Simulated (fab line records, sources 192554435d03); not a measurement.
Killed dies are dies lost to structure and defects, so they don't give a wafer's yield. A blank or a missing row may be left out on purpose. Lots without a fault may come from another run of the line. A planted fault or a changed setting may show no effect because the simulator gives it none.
fab line records | flow n5_finfet
record lots=4 wafers=12 last_day=16
route steps=1938 shown BEOL_M2@851 BEOL_M4@1111 PASSIVATION@1936
lots that met no fault: from a run of the same line without faults
start_h: hours from the record's first day to the start of the lot's first wafer shown | wait_h: hours since the lot's step before | " the same as in the row above | L1.1+2: a row that stands for several wafers | - no value, or no start given | * or withheld: withheld | < > ~ a bound
route shown NAME@n: a module of which the file shows steps, and the number in the route of the first | usual: mean/standard deviation of fault-free wafers | same: alike in all rows | chamber/n: place in a boat | sites: the reading at each site | _std_site: their standard deviation | _edge_site: outer sites' mean less inner sites' | radius_mm: how far each site lies from the wafer's centre | mask NAME#n: copy n | behind: the tool/chamber that last shaped the wafer | hold: why the lot was held/for how many hours/how that ended | device: the transistor (n, p or np) that didn't switch | end of line: the same wafers' tests at the end of the route | a step without rows: its recipe alone | killed: dies lost to structure and defects at the first sort, not the wafer's yield | map: a wafer's dies, x killed, . not, _ none there
set.NAME: the setting as run; set.NAME@STEP: as run at that earlier step | model.NAME: the simulator's own value behind a step, which no gauge read
lots at some steps of the route; a table a step, a row a wafer
services: from which hour (start_h, from the record's first day; less than 0 if before it) a tool's chamber was out of use, for how many hours, and why
## steps
# step N5_BEOL_M2_EXPOSE_08
# recipe mask_id=M2 na=0.33 source_shape=dipole sigma_inner=0.369 sigma_outer=0.767 polarization=unpolarized dose_mj=41.25
# step N5_BEOL_M2_PEB_09
# recipe peb_temp_c=100 peb_time_s=60 resist=CAR-EUV
# step N5_BEOL_M2_DEVELOP_10
# recipe develop_time_s=30 developer=TMAH resist=CAR-EUV rinse_liquid=surfactant_rinse dry=air_spin dev_temp_c=23
# step N5_BEOL_M2_DESCUM_16
# recipe chemistry=O2 time_s=7 source_power_w=50 bias_power_w=20 pressure_mtorr=20 rf_frequency_hz=2.712e+07 temp_c=40 resist=CAR-EUV o2_flow_sccm=225
# step N5_BEOL_M2_ETCH_74
# recipe chemistry=N2/H2 target=underlayer target_depth_a=65 mask_material=CAR-EUV time_s=5.2 ion_energy_ev=200 pressure_mtorr=30 source_w=840 bias_w=150 n2_flow_sccm=200 h2_flow_sccm=200 ends=cleared
# step N5_BEOL_M2_ETCH_63
# recipe chemistry=CF4 target=SiARC target_depth_a=156 mask_material=CAR-EUV time_s=26 ion_energy_ev=80 pressure_mtorr=40 source_w=545 bias_w=36 Ar_flow_sccm=100 cf4_flow_sccm=100 ends=cleared
# step N5_BEOL_M2_ETCH_64
# recipe chemistry=N2/H2 target=SOC target_depth_a=750 overetch_a=225 mask_material=SiARC temp_c=40 time_s=121.9 ion_energy_ev=200 pressure_mtorr=30 source_w=840 bias_w=150 n2_flow_sccm=200 h2_flow_sccm=200
# step N5_BEOL_M2_STRIP_65
# recipe chemistry=N2/H2 temp_c=40 n2_flow_sccm=200 h2_flow_sccm=200 rf_frequency_hz=6e+07
# step N5_BEOL_M2_STRIP_75
# recipe chemistry=N2/H2 temp_c=40 n2_flow_sccm=200 h2_flow_sccm=200 rf_frequency_hz=6e+07
# step N5_BEOL_M2_STRIP_66
# recipe chemistry=CF4 resist=SiARC power_w=300 bias_power_w=75 pressure_mtorr=50 cf4_flow_sccm=150 rf_frequency_hz=6e+07
# usual cf4_flow_sccm=149.9/0.48 drypump_motor_current_A=5.8/0.42 oes_product_au=0.77/0.098 rf_fwd_power_W=292.3/0.88 rf_vpp_V=270.9/1.7 showerhead_plenum_p_Torr=1.78/0.072 throttle_valve_pct=13.50/0.28
# columns lot.wafer tool chamber start_h wait_h cf4_flow_sccm drypump_motor_current_A oes_product_au rf_fwd_power_W rf_hours_counter_h rf_vpp_V showerhead_plenum_p_Torr throttle_valve_pct
L405.1 rie_diel-02 2 139.80 0.0 149.5 5.6 0.69 293.0 224 271.3 1.78 13.86
L405.3 " 3 " " 149.9 6.5 0.71 291.9 196 272.4 1.75 13.28
L405.4 " 2 " " 149.5 5.6 0.69 293.5 - 271.0 1.78 13.87
L415.1 rie_diel-02 1 207.24 0.0 150.2 5.9 0.90 293.2 21 272.7 1.82 13.10
L415.2 " 0 " " 149.6 6.1 0.68 291.6 224 267.9 1.70 13.50
L415.3 " 3 " " 149.6 6.6 0.69 291.4 218 270.3 1.75 13.34
L416.1 rie_diel-02 3 207.65 0.0 149.6 6.5 0.69 291.6 218 270.1 1.75 13.32
L416.3 " 0 " " 149.9 6.1 0.67 292.4 224 268.1 1.70 13.51
L416.5 " 3 " " 150.4 6.6 0.68 291.6 - 270.3 1.75 13.31
L422.1 rie_diel-05 3 259.00 0.0 150.7 5.5 0.86 293.6 44 271.1 1.76 13.65
L422.3 " 0 " " 150.0 5.1 0.86 290.3 37 270.4 1.83 13.13
L422.5 " 1 " " 150.1 6.1 0.73 293.2 - 272.7 1.87 13.82
# step N5_BEOL_M2_HM_OPEN_17
# recipe chemistry=Cl2/BCl3 target_depth_a=200 overetch_a=60 target=TiN mask_material=SOC ion_energy_ev=150 pressure_mtorr=10 icp_w=1000 bias_w=126 Cl2_flow_sccm=53.25 bcl3_flow_sccm=21.75 Ar_flow_sccm=25
# step N5_BEOL_M2_STRIP_19
# recipe chemistry=O2 power_w=400 temp_c=40 pressure_mtorr=30 rf_frequency_hz=6e+07 bias_power_w=0 overash_fraction=0.2 o2_flow_sccm=225
# step N5_BEOL_M2_COAT_67
# recipe resist=SOC temp_c=250 time_s=60 spin_rpm=1500 resist_thk_nm=60
# step N5_BEOL_M2_COAT_68
# recipe resist=SiARC temp_c=220 time_s=60 spin_rpm=1500 resist_thk_nm=12
# step N5_BEOL_M2_COAT_76
# recipe resist=underlayer temp_c=205 time_s=60 spin_rpm=1500 resist_thk_nm=5
# step N5_BEOL_M2_COAT_22
# recipe resist=CAR-EUV spin_rpm=1500 resist_thk_nm=30
# step N5_BEOL_M2_EBR_24
# recipe solvent=PGMEA ebr_width_mm=1.5
# step N5_BEOL_M2_SOFTBAKE_23
# recipe temp_c=110 time_s=60 resist=CAR-EUV
# step N5_BEOL_M2_EXPOSE_25
# recipe mask_id=V1 na=0.33 source_shape=quasar sigma_inner=0.2 sigma_outer=0.8 polarization=unpolarized defocus_nm=5 dose_mj=63
# step N5_BEOL_M2_PEB_26
# recipe peb_temp_c=100 peb_time_s=60 resist=CAR-EUV
# step N5_BEOL_M2_DEVELOP_27
# recipe develop_time_s=30 developer=TMAH resist=CAR-EUV rinse_liquid=surfactant_rinse dry=air_spin dev_temp_c=23
# step N5_BEOL_M2_INSPECT_30
# recipe mode=adi inspect_instrument=brightfield
# usual raw_defect_count=380/88
# columns lot.wafer tool chamber start_h wait_h raw_defect_count
L405.1 defect_inspect-02 - 140.56 0.1 285
L405.3 " - " " 438
L405.4 " - " " 305
L415.1 defect_inspect-02 - 208.00 0.1 1604
L415.2 " - " " 1634
L415.3 " - " " 1602
L416.1 defect_inspect-02 - 208.41 0.1 1520
L416.3 " - " " 1671
L416.5 " - " " 1570
L422.1 defect_inspect-02 - 259.77 0.1 334
L422.3 " - " " 323
L422.5 " - " " 383
# step N5_BEOL_M2_DESCUM_33
# recipe chemistry=O2 time_s=7 source_power_w=50 bias_power_w=20 pressure_mtorr=20 rf_frequency_hz=2.712e+07 temp_c=40 resist=CAR-EUV o2_flow_sccm=225
# step N5_BEOL_M4_RC_MEAS_101
# usual DIBL_N=36.4/2 DIBL_P=36.1/2.5 IOFF_N=0.16/0.037 IOFF_P=0.20/0.038 ION_N=670/13 ION_P=459/8.3 SS_N=71.6/0.69 SS_P=73.3/0.72 VT_N=250/3.4 VT_P=-251/3.1
# columns lot.wafer tool chamber start_h wait_h DIBL_N[mV/V] DIBL_P[mV/V] IOFF_N[nA/um] IOFF_P[nA/um] ION_N[uA/um] ION_P[uA/um] SS_N[mV/dec] SS_P[mV/dec] VT_N[mV] VT_P[mV]
L405.1 prober-02 0 177.22 0.0 41.0 41.8 0.23 0.24 683 462 72.8 74.0 248 -252
L405.3 " 0 " " 40.0 41.1 0.21 0.25 681 461 72.7 73.7 246 -250
L405.4 " 0 " " 35.3 34.9 0.12 0.14 667 444 71.6 72.3 257 -255
L415.1 prober-01 0 231.20 0.0 33.4 33.0 0.13 0.15 658 450 70.7 72.4 254 -255
L415.2 " 0 " " 34.2 35.2 0.15 0.18 677 461 71.8 73.2 249 -253
L415.3 " 0 " " 36.3 37.3 0.17 0.20 656 450 72.1 74.0 248 -252
L416.1 prober-01 0 235.89 0.0 36.6 35.4 0.16 0.21 668 460 71.5 73.7 249 -247
L416.3 " 0 " " 35.3 33.5 0.14 0.18 668 462 70.6 73.3 249 -252
L416.5 " 0 " " 35.0 33.5 0.14 0.18 676 457 71.9 72.9 249 -253
L422.1 prober-01 0 290.32 0.0 36.3 36.2 0.14 0.23 659 468 71.4 73.5 250 -247
L422.3 " 0 " " 37.3 38.6 0.16 0.26 664 470 71.3 73.9 251 -245
L422.5 " 0 " " 36.1 37.3 0.14 0.24 672 476 71.2 73.3 252 -246
# step N5_PASSIVATION_PROBE_49
# usual defect_limited_yield=91.2/1.6 killed_at_M0_to_M3=34/11 killed_at_M4_up=13/5.2 killed_at_contacts=13/6.3 killed_at_front_end=40/14 killed_at_other=3.2/2.4 killed_dies=104/19 killed_open=69/14 killed_short=32/7.5 sort_bin_5_function=5.3/1.1 sort_bin_6_memory=3.2/0.73 sort_bin_8_speed=0.01/0.038 sort_n_pass=1076/19 sort_yield_pct=91.2/1.6
# same gross_dies=1180 killed_at_back_side=0 sort_bin_4_leakage[%]=0
# columns lot.wafer tool chamber start_h wait_h defect_limited_yield[%] killed_at_M0_to_M3 killed_at_M4_up killed_at_contacts killed_at_front_end killed_at_other killed_dies killed_open killed_short sort_bin_5_function[%] sort_bin_6_memory[%] sort_bin_8_speed[%] sort_n_pass sort_yield_pct[%]
L416.1 prober-02 - 335.66 0.0 81.8 165 10 8 26 6 215 46 29 11.7 3.3 0 965 81.8
L416.3 prober-02 - 335.76 0.1 79.7 192 10 2 33 3 240 53 29 12.1 4.6 0 940 79.7
L416.5 prober-02 - 335.86 0.2 79.7 176 17 5 39 2 239 73 24 12.5 3.9 0.08 941 79.7
L415.1 prober-02 - 358.47 0.0 78.1 191 16 11 41 0 259 72 33 11.8 5.1 0 921 78.1
L415.2 prober-02 - 358.52 0.1 80.6 178 12 13 25 1 229 50 22 11.0 4.1 0 951 80.6
L415.3 prober-02 - 358.57 0.1 83.0 164 6 5 26 0 201 37 23 9.7 2.9 0 979 83.0
L422.1 prober-01 - 393.34 0.0 91.0 36 6 36 25 3 106 77 28 6.4 2.2 0 1074 91.0
L422.3 prober-01 - 393.44 0.1 93.5 25 10 18 23 1 77 59 15 4.1 2.3 0 1103 93.5
L422.5 prober-01 - 393.54 0.2 91.0 31 17 12 38 8 106 76 30 5.5 3.1 0 1074 91.0
# killed by level:class
L416.1 BEOL_M2:unspecified=140 BEOL_M0_SAQP:geometric_particle:open=10 FIN_SAQP:geometric_particle:open=7 BEOL_M0_SAQP:geometric_particle:short=6 STARTING-WAFER:geometric_particle:open=5 MOL_CONTACT_COAG:geometric_particle:open=4 MOL_CONTACT_COAG:geometric_particle:short=4 BEOL_M3:geometric_particle:open=4
L416.3 BEOL_M2:unspecified=157 BEOL_M2:geometric_particle:open=9 BEOL_M0_SAQP:geometric_particle:short=6 BEOL_M3:geometric_particle:open=6 STI_FIN_REVEAL:geometric_particle:open=5 DUMMY_GATE:geometric_particle:open=5 FIN_SAQP:geometric_particle:open=4 STARTING-WAFER:geometric_particle:open=4
L416.5 BEOL_M2:unspecified=140 FIN_SAQP:geometric_particle:open=14 BEOL_M3:geometric_particle:open=11 BEOL_M2:geometric_particle:open=10 FIN_SAQP:geometric_particle:short=8 STI_FIN_REVEAL:geometric_particle:open=8 BEOL_M0_SAQP:geometric_particle:open=7 BEOL_M0_SAQP:geometric_particle:short=6
L415.1 BEOL_M2:unspecified=154 STI_FIN_REVEAL:geometric_particle:open=13 BEOL_M0_SAQP:geometric_particle:open=10 MOL_CONTACT_COAG:geometric_particle:open=8 BEOL_M0_SAQP:geometric_particle:short=7 FIN_SAQP:geometric_particle:short=6 BEOL_M1:geometric_particle:open=6 BEOL_M2:geometric_particle:open=5
L415.2 BEOL_M2:unspecified=157 MOL_CONTACT_COAG:geometric_particle:open=11 DUMMY_GATE:geometric_particle:open=6 BEOL_M0_SAQP:geometric_particle:short=6 STI_FIN_REVEAL:geometric_particle:open=5 BEOL_M4:geometric_particle:open=5 BEOL_M6:geometric_particle:open=5 FIN_SAQP:geometric_particle:short=4
L415.3 BEOL_M2:unspecified=141 BEOL_M0_SAQP:geometric_particle:short=9 BEOL_M0_SAQP:geometric_particle:open=8 STI_FIN_REVEAL:geometric_particle:open=6 MOL_CONTACT_COAG:geometric_particle:open=5 FIN_SAQP:geometric_particle:short=4 BEOL_M3:geometric_particle:open=4 DUMMY_GATE:geometric_particle:open=3
L422.1 MOL_CONTACT_COAG:geometric_particle:open=29 BEOL_M2:geometric_particle:open=11 STI_FIN_REVEAL:geometric_particle:open=9 MOL_CONTACT_COAG:geometric_particle:short=7 BEOL_M0_SAQP:geometric_particle:short=6 BEOL_M0:geometric_particle:open=5 BEOL_M3:geometric_particle:open=5 FIN_SAQP:geometric_particle:short=3
L422.3 MOL_CONTACT_COAG:geometric_particle:open=17 BEOL_M3:geometric_particle:open=7 BEOL_M1:geometric_particle:open=6 STARTING-WAFER:geometric_particle:open=5 GATE_CUT:geometric_particle:short=4 BEOL_M0:geometric_particle:open=4 STI_FIN_REVEAL:geometric_particle:open=3 BEOL_M2:geometric_particle:open=3
L422.5 MOL_CONTACT_COAG:geometric_particle:open=11 STI_FIN_REVEAL:geometric_particle:open=10 GATE_CUT:geometric_particle:short=8 BEOL_M3:geometric_particle:open=7 BEOL_M0:geometric_particle:open=6 FIN_SAQP:geometric_particle:short=5 BEOL_M0_SAQP:geometric_particle:short=5 BEOL_M5:geometric_particle:open=5
# map L415.1 (x killed, . not)
_________________............________________
______________..............x..._____________
___________...............x......x.__________
__________.............x...x........_________
________x........................x...._______
_______........................x.x....x______
______..x..............................._____
_____.....x.xx....xx.................x...____
____..x....x......x.......................___
___x.x........x.x.....x.................x..__
___.................x..x....x...x..........__
__x.......x.........xx....x..x...x.x......x._
__............x..............x........x....._
_.x.......................x...xx.......x.....
_....x....x..........xx.x...............xx.x.
_.................x.x.xx.x............x...x..
_.............x.xxxxxxxxxxxxx................
_.....x..........xxxxxxxxxxx.x...............
_..x...........x.xxxxxxxxxxxxxx.x............
_..............x.xxxxxxxxxxxxxx.x............
_...x...xxx....xxxxxxxxxxxxxxxx.x..x.........
__.....x.........xxxxxxxxxxxxxxxx..........._
__..........x...xxxxxxxxxxxxxxxxx..........._
___...........xxxxxxxxxxxxxxxxx............__
___..x...........xxxxxxxxxxxxx....xx.x.x...__
____..x.......xx...xxxxxxxxxxx......x.....___
_____...............xx..xxx.............x____
______...........x..x.xxx..x...xx......._____
_______..........xx.........x.......x..______
________...x...........x.............._______
__________...x........x..x.....x...._________
___________....x..x................__________
______________...x...x...x.....x_____________
_________________............________________
# map L416.3 (x killed, . not)
_________________........x...________________
______________.................x_____________
___________..x......x..............__________
__________.x...........x.x.........._________
________..x.x.x.x......x...x.........._______
_______..x.xxxxxxxxx........x..x.......______
______xxxxxxxxxxx..x.x..x......x........_____
_____.xxxxxxxxxxxxxxxx.......x...........____
____..xxxxxxxxxxxxxxx.....................___
___.x.xxxxxxxxxxxxxxx.x.....x......x.......__
___.xx.xxxxxxxxxxxxxx..............x.x.x...__
__...xxxxxxxxxxxxxxx.x......................_
__..xxxxxxxxxxxxxxxxx.......x.........x....._
_x...x..xxxxxxxxxxxxxxx....................x.
_x.....xxxxxxxxxxxxxx........................
_..x......xxx.xxx...................x........
_.........x.x......x................x........
_.....x......x.....x........xx...............
_.............x..............................
_....x................x..............x.....x.
_.....................x................x.....
__.....................x...................._
__.....x...x....x........x.........x........_
___..x..............x....x.................__
___.....xxxx...................x...........__
____.x....................................___
_____.....................x....x.....x...____
______.................................._____
_______x.....x......x..x...x...........______
________.........x...x....x..........._______
__________....x..x......xx..x....x.._________
___________...................x....__________
______________.x...x.........x.._____________
_________________...x..x.....________________
## services
# columns tool chamber start_h hours kind
rie_diel-05 0 132.26 - clean
rie_diel-05 0 132.26 - consumable_replace:focus_ring
rie_diel-05 0 132.26 24.3 scheduled_down
rie_diel-05 0 132.26 24.3 vent_cycle
rie_diel-02 1 136.01 - clean
rie_diel-02 1 136.01 - consumable_replace:focus_ring
rie_diel-02 1 136.01 16.5 scheduled_down
rie_diel-02 1 136.01 16.5 vent_cycle
rie_diel-05 - 138.50 4.3 pm
rie_diel-05 - 164.14 0.3 repair
rie_diel-05 - 171.64 2.2 repair
rie_diel-02 3 173.21 5.4 repair
rie_diel-05 3 201.47 13.7 repair
rie_diel-02 2 205.13 - clean
rie_diel-02 2 205.13 - consumable_replace:focus_ring
rie_diel-02 2 205.13 22.7 scheduled_down
rie_diel-02 2 205.13 22.7 vent_cycle
rie_diel-05 2 219.41 2.6 repair
rie_diel-02 3 230.91 5.1 repair
## key
first_sign step=N5_BEOL_M2_INSPECT_30 reading=raw_defect_count direction=up sigmas=14 usual=380 struck=1600
effect step=N5_PASSIVATION_PROBE_49 reading=killed_at_M0_to_M3 direction=up sigmas=13 usual=34 struck=178
more_kills_born_at N5_BEOL_M2_STRIP_66@rie_diel-02=888
met_at N5_BEOL_M2_STRIP_66
struck_wafers L415.1,L415.2,L415.3,L416.1,L416.3,L416.5
onset_between 139.80 207.24
fault kind=chamber_particle_source tool=rie_diel-02 chamber=- onset_h=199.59 steps=N5_BEOL_M2_STRIP_66 rate_per_visit_cm2=1.9399 end_h=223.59
